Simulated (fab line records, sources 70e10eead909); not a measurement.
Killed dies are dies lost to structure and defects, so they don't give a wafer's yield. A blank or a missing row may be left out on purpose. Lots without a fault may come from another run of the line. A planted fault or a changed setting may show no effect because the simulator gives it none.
A struck lot beside a sound one | flow nand_harc | 45 steps out of a route of 1302
Sound: wafers L948.1, L948.4, L948.6. Struck: wafers L952.1, L952.2, L952.4. The cause comes at the end.
At each step with rows: each side's tool, then ch and its chambers, then its first start. Under that, the readings that differ: sound wafers | struck wafers | difference of the means | sigmas: that difference in standard deviations of wafers without a fault.
alike: readings whose means differ by less than 2 such deviations, and words and numbers that are the same on both sides. not compared: withheld readings, readings that some wafer has no value for, bounds like >300 that may hide the same value, and numbers for which the record gives no deviation and whose values overlap.
The two part at a step that has a row with sigmas, a row that says differs or no value, or rows on one side only. Numbers that don't overlap but have no deviation are shown without sigmas and don't part them. A reading that every wafer of one side lacks parts them only if that side has two wafers or more.

first, 9 steps without rows for these wafers: NHARC_P_ZERO_WELL_DEHYDRATE_03 (time 120 s); NHARC_P_ZERO_WELL_HMDS_04 (time 30 s); NHARC_P_ZERO_WELL_COAT_64 (time 65 s); NHARC_P_ZERO_WELL_COAT_05 (resist thk 600 nm); NHARC_P_ZERO_WELL_SOFTBAKE_06 (time 70 s); NHARC_P_ZERO_WELL_EBR_07; NHARC_P_ZERO_WELL_EXPOSE_08 (exposes mask P ZERO, target cd 500 nm); NHARC_P_ZERO_WELL_PEB_09 (peb time 80 s); NHARC_P_ZERO_WELL_DEVELOP_10 (time 50 s).
NHARC_P_ZERO_WELL_CD_MEAS_11: target cd 500 nm.
  sound on cd_sem-03 ch 0, day 2 07:14; struck on cd_sem-01 ch 0, day 3 23:15
  alike: cd_nm
then, 1 step without rows for these wafers: NHARC_P_ZERO_WELL_HARDBAKE_12 (time 65 s).
NHARC_P_ZERO_WELL_DESCUM_13: chemistry O2, time 3 s.
  sound on rie_diel-13 ch 0,2,3, day 2 08:56; struck on rie_diel-01 ch 0,1,2, day 3 23:25
  alike: drypump_motor_current_A, oes_product_au, rf_vpp_V, showerhead_plenum_p_Torr, throttle_valve_pct
  not compared: rf_hours_counter_h
NHARC_P_ZERO_WELL_ETCH_65: etches the open film in N2/H2, target depth 80 nm, overetch 24 nm, time 87.88 s.
  sound on rie_diel-13 ch 1,3, day 2 09:01; struck on rie_diel-01 ch 0,1, day 3 23:31
  alike: drypump_motor_current_A, oes_product_au, rf_vpp_V, showerhead_plenum_p_Torr, throttle_valve_pct
  not compared: rf_hours_counter_h
NHARC_P_ZERO_WELL_ETCH_62: etches the open film in CHF3/Ar, target depth 13 nm, time 6.5 s.
  sound on rie_diel-13 ch 1,3; struck on rie_diel-01 ch 0,2
  reading               | sound             | struck            | difference | sigmas
  oes_product_au (a.u.) | 0.969 0.977 0.980 | 0.935 0.937 0.939 | -0.038     | -2
  alike: drypump_motor_current_A, rf_vpp_V, showerhead_plenum_p_Torr, throttle_valve_pct
  not compared: rf_hours_counter_h
NHARC_P_ZERO_WELL_ETCH_63: etches the open film in HBr/Cl2, target depth 120 nm, time 40.1 s.
  sound on rie_si-04 ch 1,2, day 2 09:12; struck on rie_si-01 ch 0,1,3, day 3 23:47
  alike: drypump_motor_current_A, oes_product_au, throttle_valve_pct
  not compared: rf_hours_counter_h
then, 9 steps without rows for these wafers: NHARC_P_ZERO_WELL_STRIP_15 (strips in SPM, time 900 s); NHARC_P_ZERO_WELL_DEHYDRATE_16 (time 120 s); NHARC_P_ZERO_WELL_HMDS_17 (time 30 s); NHARC_P_ZERO_WELL_COAT_18; NHARC_P_ZERO_WELL_SOFTBAKE_19 (time 95 s); NHARC_P_ZERO_WELL_EBR_20; NHARC_P_ZERO_WELL_EXPOSE_21 (exposes mask P NWELL, target cd 720 nm); NHARC_P_ZERO_WELL_PEB_22 (peb time 85 s); NHARC_P_ZERO_WELL_DEVELOP_23 (time 70 s).
NHARC_P_ZERO_WELL_CD_MEAS_24: target cd 720 nm.
  sound on cd_sem-01 ch 0, day 2 10:07; struck on cd_sem-03 ch 0, day 4 00:41
  alike: cd_nm
then, 1 step without rows for these wafers: NHARC_P_ZERO_WELL_HARDBAKE_25 (time 80 s).
NHARC_P_ZERO_WELL_DESCUM_26: chemistry O2, time 3 s.
  sound on rie_diel-12 ch 1,3, day 2 10:16; struck on rie_diel-12 ch 0,1,3, day 4 00:52
  alike: drypump_motor_current_A, oes_product_au, rf_vpp_V, showerhead_plenum_p_Torr, throttle_valve_pct
  not compared: rf_hours_counter_h
then, 12 steps without rows for these wafers: NHARC_P_ZERO_WELL_IMPLANT_27; NHARC_P_ZERO_WELL_IMPLANT_57; NHARC_P_ZERO_WELL_IMPLANT_58; NHARC_P_ZERO_WELL_STRIP_28 (strips in SPM, time 840 s); NHARC_P_ZERO_WELL_DEHYDRATE_29 (time 120 s); NHARC_P_ZERO_WELL_HMDS_30 (time 30 s); NHARC_P_ZERO_WELL_COAT_31; NHARC_P_ZERO_WELL_SOFTBAKE_32 (time 95 s); NHARC_P_ZERO_WELL_EBR_33; NHARC_P_ZERO_WELL_EXPOSE_34 (exposes mask P PWELL, target cd 720 nm); NHARC_P_ZERO_WELL_PEB_35 (peb time 85 s); NHARC_P_ZERO_WELL_DEVELOP_36 (time 70 s).
NHARC_P_ZERO_WELL_CD_MEAS_37: target cd 720 nm.
  sound on cd_sem-02 ch 0, day 2 11:38; struck on cd_sem-02 ch 0, day 4 02:20
  alike: cd_nm
then, 1 step without rows for these wafers: NHARC_P_ZERO_WELL_HARDBAKE_38 (time 80 s).
NHARC_P_ZERO_WELL_DESCUM_39: chemistry O2, time 3 s.
  sound on rie_diel-13 ch 0,1,3, day 2 11:49; struck on rie_diel-01 ch 0,2, day 4 02:31
  reading               | sound             | struck            | difference | sigmas
  oes_product_au (a.u.) | 1.007 1.013 1.005 | 0.981 0.986 1.001 | -0.019     | -2
  alike: drypump_motor_current_A, rf_vpp_V, showerhead_plenum_p_Torr, throttle_valve_pct
  not compared: rf_hours_counter_h
NHARC_P_ZERO_WELL_INSPECT_43:
  sound on defect_inspect-01, day 2 14:59; struck on defect_inspect-01, day 4 05:42
  reading          | sound   | struck      | difference | sigmas
  raw_defect_count | 15 4 10 | 736 676 695 | +693       | +99 or more
NHARC_P_STI_INSPECT_11:
  sound on defect_inspect-01, day 3 07:10; struck on defect_inspect-01, day 4 21:38
  reading          | sound | struck      | difference | sigmas
  raw_defect_count | 7 6 4 | 715 655 670 | +674       | +99 or more
-- the record jumps here: 21 days lie between the struck wafers' starts before and after (it left off in module P_STI and takes up again in module END, whose first step shown is number 1302 of the route) --
NHARC_END_SORT_01:
  the record has rows for the struck wafers here (prober-01 ch 0, day 26 08:31) and none for the sound ones

WHERE THEY PART
First at NHARC_P_ZERO_WELL_ETCH_62; last, within this record, at NHARC_END_SORT_01.

WHY: what the simulator had put in
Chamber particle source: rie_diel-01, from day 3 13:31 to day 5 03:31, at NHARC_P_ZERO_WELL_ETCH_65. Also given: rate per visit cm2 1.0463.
